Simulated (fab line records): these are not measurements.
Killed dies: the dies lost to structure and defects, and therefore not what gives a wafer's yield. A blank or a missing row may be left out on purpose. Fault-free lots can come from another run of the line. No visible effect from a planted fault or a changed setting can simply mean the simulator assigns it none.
Chamber matching / flow nandHarc / NHARC_A_CONTACT_ALD_18 on aldMetal-01 has 4 sister chambers
The step deposits TiN, target thk 3 nm, pulse time 1 s, ald cycles 150. 14 wafers are shown with their chamber, then 7 later ones without.

WAFERS WITH THEIR CHAMBER
wafer=L074.1; chamber=3; heaterPowerW (W)=991; precursorPulseHeightRel=1.029
wafer=L074.4; chamber=1; heaterPowerW (W)=1019; precursorPulseHeightRel=1.004
wafer=L074.5; chamber=1; heaterPowerW (W)=1050; precursorPulseHeightRel=0.975
wafer=L076.1; chamber=1; heaterPowerW (W)=1026; precursorPulseHeightRel=1.008
wafer=L076.2; chamber=0; heaterPowerW (W)=969; precursorPulseHeightRel=1.032
wafer=L076.6; chamber=1; heaterPowerW (W)=1006; precursorPulseHeightRel=0.970
wafer=L080.2; chamber=3; heaterPowerW (W)=1003; precursorPulseHeightRel=0.971
wafer=L080.3; chamber=1; heaterPowerW (W)=1027; precursorPulseHeightRel=0.971
wafer=L080.4; chamber=0; heaterPowerW (W)=965; precursorPulseHeightRel=1.005
wafer=L081.2; chamber=2; heaterPowerW (W)=978; precursorPulseHeightRel=1.006
wafer=L081.4; chamber=3; heaterPowerW (W)=991; precursorPulseHeightRel=0.994
wafer=L081.5; chamber=3; heaterPowerW (W)=995; precursorPulseHeightRel=0.997
wafer=L084.1; chamber=0; heaterPowerW (W)=958; precursorPulseHeightRel=1.001
wafer=L084.2; chamber=2; heaterPowerW (W)=975; precursorPulseHeightRel=1.015

SIGNATURES (means of the wafers above)
reading=heaterPowerW; chamber 0=964.00; chamber 1=1025.60; chamber 2=976.50; chamber 3=995.00; scatter within a chamber=10.9
reading=precursorPulseHeightRel; chamber 0=1.01267; chamber 1=0.98560; chamber 2=1.01050; chamber 3=0.99775; scatter within a chamber=0.0193
Rule: for a wafer and a chamber, the distance is found by dividing, reading by reading, the gap between the wafer's reading and the chamber's mean by the reading's scatter, squaring, summing and taking the root. If the next closest chamber is less than 2 further off than the closest, the wafer can't be placed; otherwise it belongs to the closest. The scatter: the root of (the sum of the squares of (reading less its chamber's mean) over the shown wafers, divided by (wafers less chambers)).

WAFERS WITH NO CHAMBER GIVEN
wafer=L084.4; heaterPowerW (W)=1032; precursorPulseHeightRel=0.957
wafer=L083.2; heaterPowerW (W)=1030; precursorPulseHeightRel=0.980
wafer=L083.3; heaterPowerW (W)=958; precursorPulseHeightRel=1.009
wafer=L083.4; heaterPowerW (W)=972; precursorPulseHeightRel=0.985
wafer=L095.2; heaterPowerW (W)=1026; precursorPulseHeightRel=0.965
wafer=L095.3; heaterPowerW (W)=983; precursorPulseHeightRel=0.960
wafer=L095.5; heaterPowerW (W)=995; precursorPulseHeightRel=1.008

EACH ONE'S CHAMBER
wafer=L084.4; from the rows above=1; in truth=1
wafer=L083.2; from the rows above=1; in truth=1
wafer=L083.3; from the rows above=can't be placed: 0 or 2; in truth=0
wafer=L083.4; from the rows above=can't be placed: 2 or 0 or 3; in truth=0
wafer=L095.2; from the rows above=1; in truth=1
wafer=L095.3; from the rows above=can't be placed: 3 or 2 or 0 or 1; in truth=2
wafer=L095.5; from the rows above=can't be placed: 3 or 2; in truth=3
Correct placement for 3 of the 7. Cannot be placed on the basis of these rows: 4; the candidates contain the true chamber in 4. Wrongly placed: 0.
